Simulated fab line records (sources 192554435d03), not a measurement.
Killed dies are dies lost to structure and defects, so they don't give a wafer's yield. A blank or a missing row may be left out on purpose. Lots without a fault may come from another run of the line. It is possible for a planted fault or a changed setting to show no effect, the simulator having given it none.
Lot-split experiment    flow n5Finfet    route with 1938 steps; 7 lots, 39 wafers read

## ABOUT THE SPLIT
At N5_MOL_CONTACT_COAG_ETCH_110 (etches Si in CF4/O2, target depth 2.5 nm, time 8 s), the setting biasW was moved away from the recipe's 12 W on 12 of the 39 wafers read, by +10.5% to +17.9%. This setting was run at the recipe's value on the other wafers.

The reading is taken at the split's own step.

## THE READING
rfVppV, in V, at N5_MOL_CONTACT_COAG_ETCH_110 (etches Si in CF4/O2, target depth 2.5 nm, time 8 s). A value of 127.9 V with a standard deviation of 1.9 V is what fault-free wafers of this fab line usually give.

wafer   tool, chamber at the split  biasW as run, W  against the recipe  rfVppV, V  against lot-mates on the recipe
L078.1  rieDiel-06, 3               12               recipe              130.1      -
L078.2  rieDiel-06, 1               12               recipe              126.7      -
L078.3  rieDiel-06, 2               13.26            +10.5%              137.8      +10.5
L078.4  rieDiel-06, 0               13.26            +10.5%              138.8      +11.5
L078.5  rieDiel-06, 2               13.26            +10.5%              137.7      +10.4
L078.6  rieDiel-06, 1               12               recipe              125.0      -
L082.1  rieDiel-05, 3               13.3             +10.8%              139.7      +10.4
L082.2  rieDiel-05, 1               12               recipe              129.5      -
L082.3  rieDiel-05, 2               12               recipe              130.6      -
L082.4  rieDiel-05, 0               13.3             +10.8%              138.2      +8.9
L082.5  rieDiel-05, 1               12               recipe              127.9      -
L082.6  rieDiel-05, 0               13.3             +10.8%              139.1      +9.8
L084.1  rieDiel-01, 3               13.6             +13.3%              146.5      +16.8
L084.2  rieDiel-01, 2               13.6             +13.3%              140.1      +10.4
L084.3  rieDiel-01, 1               13.6             +13.3%              141.4      +11.7
L084.4  rieDiel-01, 0               12               recipe              129.5      -
L084.5  rieDiel-01, 0               12               recipe              129.9      -
L084.6  rieDiel-01, 3               12               recipe              129.8      -
L085.1  rieDiel-06, 2               12               recipe              125.8      -
L085.2  rieDiel-06, 3               12               recipe              130.3      -
L085.3  rieDiel-06, 0               12               recipe              126.9      -
L085.4  rieDiel-06, 1               12               recipe              123.8      -
L085.5  rieDiel-06, 1               12               recipe              124.7      -
L085.6  rieDiel-06, 2               12               recipe              126.0      -
L086.1  rieDiel-01, 0               12               recipe              129.6      -
L086.3  rieDiel-01, 1               12               recipe              128.1      -
L086.5  rieDiel-01, 2               12               recipe              125.9      -
L092.1  rieDiel-06, 1               12               recipe              124.3      -
L092.2  rieDiel-06, 0               12               recipe              128.2      -
L092.3  rieDiel-06, 3               12               recipe              128.9      -
L092.4  rieDiel-06, 3               12               recipe              129.8      -
L092.5  rieDiel-06, 0               12               recipe              126.6      -
L092.6  rieDiel-06, 1               12               recipe              126.9      -
L093.1  rieDiel-06, 2               14.15            +17.9%              147.3      +20.5
L093.2  rieDiel-06, 3               12               recipe              129.2      -
L093.3  rieDiel-06, 0               12               recipe              126.1      -
L093.4  rieDiel-06, 1               14.15            +17.9%              143.7      +16.9
L093.5  rieDiel-06, 1               12               recipe              125.1      -
L093.6  rieDiel-06, 2               14.15            +17.9%              147.1      +20.3

FIT RESULTS
A straight line over all 39 wafers: rfVppV changes by +1.05 V for each +1% of biasW; r = +0.96; the points scatter about the line by 2 V.
The same after taking each lot's own level away (the mean of its wafers on the recipe; 39 wafers): +1.02 V for each +1%; r = +0.96; scatter 1.8 V.
The reading moves by 18 V for the largest change in biasW, on that fit.
The lots' own levels span 126.25 to 129.73 V, that is 1.8 times the standard deviation above.
The two slopes are in agreement: the lot-to-lot level therefore moves the slope only a little.
Check: with one of the wafers moved furthest among these (+17.9%) left out of the fit, the line predicts +17.7 V for it against its lot-mates. It came out at +20.5 V against them.
Tool readings at the split's step, against how far the setting was moved: rfVppV r = +0.96.

## FURTHER SPLITS ON THESE WAFERS
Note: prior to the reading, these wafers also went through further splits. Each is held against what the fit with the lots' levels taken away leaves over:
other split on the same wafers  wafers away from the commonest value  r with rfVppV (lot level and that fit taken away)
N5_DUMMY_GATE_ETCH_42 biasW     15                                    +0.05
N5_SPACER0_ALD_00 aldCycles     15                                    +0.07

## FILE'S OWN FIT
rfVppV changes by +1.01 V for each +1% of biasW, r = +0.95.
